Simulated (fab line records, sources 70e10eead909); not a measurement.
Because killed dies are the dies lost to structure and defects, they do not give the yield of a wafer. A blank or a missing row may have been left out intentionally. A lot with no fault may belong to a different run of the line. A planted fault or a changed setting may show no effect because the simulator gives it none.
Which of the tools did it? | flow nandHarc | 7 lots, 21 wafers sampled, at 5 steps of a route of 1302

## WHAT THE GAUGES SHOWED, per wafer
NHARC_A_ONON_D2_THK_MEAS_02: measures by ellipsometry.
lot  | measured     | on           | thkNm (nm)
L912 | day 13 18:16 | filmMetro-02 | 990 989 988
L915 | day 14 08:05 | filmMetro-02 | 989 988 986
L918 | day 15 20:41 | filmMetro-01 | 1018 1019 1020
L922 | day 17 13:43 | filmMetro-01 | 1000 998 999
L924 | day 18 14:09 | filmMetro-01 | 995 1279 994
L928 | day 19 17:46 | filmMetro-01 | 1306 1022 1307
L933 | day 22 04:53 | filmMetro-01 | 1005 1005 1005

## WHICH TOOL RAN EACH LOT (tool, then ch and the chambers of the sampled wafers, then the start)
lot  | NHARC_A_CHANNEL_FILL_D1_ALD_14  | NHARC_A_CHANNEL_FILL_D1_ALD_15               | NHARC_A_CHANNEL_FILL_D1_CMP_10 | NHARC_A_ONON_D2_DEP_00
L912 | aldHk-03 ch 1,2, day 10 08:14   | aldSinBatch-03 ch 0, day 12 04:04 or earlier | cmp-03 ch 0,2, day 12 04:04    | pecvdOnon-02 ch 0, day 13 17:46
L915 | aldHk-03 ch 1,2, day 11 01:16   | aldSinBatch-03 ch 0, day 12 18:50 or earlier | cmp-01 ch 0,1,2, day 12 18:50  | pecvdOnon-02 ch 0, day 14 07:34
L918 | aldHk-01 ch 1,2, day 12 17:24   | aldSinBatch-01 ch 0, day 14 09:37 or earlier | cmp-02 ch 0,3, day 14 09:37    | pecvdOnon-02 ch 0, day 15 20:14
L922 | aldHk-01 ch 0,1,3, day 14 10:38 | aldSinBatch-02 ch 0, day 16 02:59 or earlier | cmp-01 ch 1,2,3, day 16 02:59  | pecvdOnon-02 ch 0, day 17 13:15
L924 | aldHk-02 ch 2,3, day 15 09:55   | aldSinBatch-03 ch 0, day 17 05:07 or earlier | cmp-02 ch 0,2, day 17 05:07    | pecvdOnon-02 ch 0, day 18 13:42
L928 | aldHk-03 ch 0,1,2, day 16 12:19 | aldSinBatch-03 ch 0, day 18 06:11 or earlier | cmp-03 ch 0,1,2, day 18 06:11  | pecvdOnon-02 ch 0, day 19 17:22
L933 | aldHk-01 ch 1,3, day 18 20:20   | aldSinBatch-01 ch 0, day 20 12:42 or earlier | cmp-03 ch 0,2,3, day 20 12:42  | pecvdOnon-04 ch 0, day 22 04:22
- NHARC_A_CHANNEL_FILL_D1_ALD_14: deposits SiO2, target thk 2.5 nm, pulse time 10 s, ald cycles 25.
- NHARC_A_CHANNEL_FILL_D1_ALD_15: deposits SiNx, target thk 2 nm, pulse time 60 s, ald cycles 19.
- NHARC_A_CHANNEL_FILL_D1_CMP_10: polishes, target thk 150 nm.
- NHARC_A_ONON_D2_DEP_00: target thk 1000 nm.

## THE ANSWER, worked out from the rows above alone
Rule: the lots themselves supply what counts as usual. Put in order of their means at a reading, lots are off if they are a third of the lots or fewer, leave a main group of 4 or more, and stand apart from it by a gap of 3 or more times the standard deviation of the main group's means; of several such gaps the widest counts. Not used: any main group whose means are identical at the precision the tables above print for the reading. Also off: a lot with no number at a reading for which 4 or more lots have one. Any other lot the step has rows for is counted as sound.
Off, at NHARC_A_ONON_D2_THK_MEAS_02 on thkNm: L924, L928. The main group has a mean of 1000 nm with a standard deviation of 11.
If a tool, at a process step before that reading, ran all the lots that are off and no sound lot after the first of them, it fits. Those tools and the gauges at NHARC_A_ONON_D2_THK_MEAS_02 are tried in the same way. Because NHARC_A_CHANNEL_FILL_D1_ALD_15 lacks a start for some lots, the hours and order of its lots are taken from NHARC_A_CHANNEL_FILL_D1_CMP_10. Undecided on this evidence; 2 tools fit (aldSinBatch-03 at NHARC_A_CHANNEL_FILL_D1_ALD_15, pecvdOnon-02 at NHARC_A_ONON_D2_DEP_00).

## WHAT WAS PUT IN BY THE SIMULATOR
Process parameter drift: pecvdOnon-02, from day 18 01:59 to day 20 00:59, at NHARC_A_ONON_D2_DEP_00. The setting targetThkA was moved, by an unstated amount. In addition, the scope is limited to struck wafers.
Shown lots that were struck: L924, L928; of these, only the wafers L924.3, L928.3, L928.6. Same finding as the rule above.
